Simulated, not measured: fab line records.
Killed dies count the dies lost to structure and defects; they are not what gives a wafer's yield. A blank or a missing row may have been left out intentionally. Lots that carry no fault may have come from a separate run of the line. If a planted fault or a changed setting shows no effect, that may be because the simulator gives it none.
Chamber matching :: flow n5 finfet :: N5_BEOL_M13_ETCH_67 on rie diel-02: 4 sister chambers
The step etches SiARC in CF4, target depth 143 nm, time 238.3 s. 4 wafers are shown with their chamber, then 8 later ones without.

== WAFERS WITH THEIR CHAMBER ==
wafer: L088.1
chamber: 3
showerhead plenum p Torr (Torr): 2.12

wafer: L088.2
chamber: 1
showerhead plenum p Torr (Torr): 2.27

wafer: L088.3
chamber: 2
showerhead plenum p Torr (Torr): 2.13

wafer: L090.1
chamber: 0
showerhead plenum p Torr (Torr): 2.10

== WAFERS MISSING THEIR CHAMBER ==
wafer: L090.4
showerhead plenum p Torr (Torr): 2.12

wafer: L090.5
showerhead plenum p Torr (Torr): 2.13

wafer: L089.1
showerhead plenum p Torr (Torr): 2.13

wafer: L089.4
showerhead plenum p Torr (Torr): 2.12

wafer: L089.6
showerhead plenum p Torr (Torr): 2.13

wafer: L094.1
showerhead plenum p Torr (Torr): 2.10

wafer: L094.5
showerhead plenum p Torr (Torr): 2.13

wafer: L094.6
showerhead plenum p Torr (Torr): 2.11

== WHICH CHAMBER EACH ONE RAN IN ==
wafer: L090.4
from the rows above: 3
in truth: 3

wafer: L090.5
from the rows above: 2
in truth: 2

wafer: L089.1
from the rows above: 2
in truth: 2

wafer: L089.4
from the rows above: 3
in truth: 3

wafer: L089.6
from the rows above: 2
in truth: 2

wafer: L094.1
from the rows above: 0
in truth: 0

wafer: L094.5
from the rows above: 2
in truth: 2

wafer: L094.6
from the rows above: can't be placed: 0 or 3
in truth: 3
Correctly placed: 7 of 8. Cannot be placed on the basis of these rows: 1; the candidates contain the true chamber in 1. Number placed wrongly: 0.
How it was worked out, from the rows above alone: a wafer's distance from a chamber is the root of the sum, over the readings, of the square of ((its reading less the chamber's mean) divided by the reading's scatter). The wafer belongs to the nearest chamber; if the next one is less than 2 further off, it can't be placed. Each chamber's mean is taken over the wafers shown for it. The scatter (one wafer shown for each chamber): square how far every hidden wafer sits from the nearest shown wafer, average those squares and take the square root.
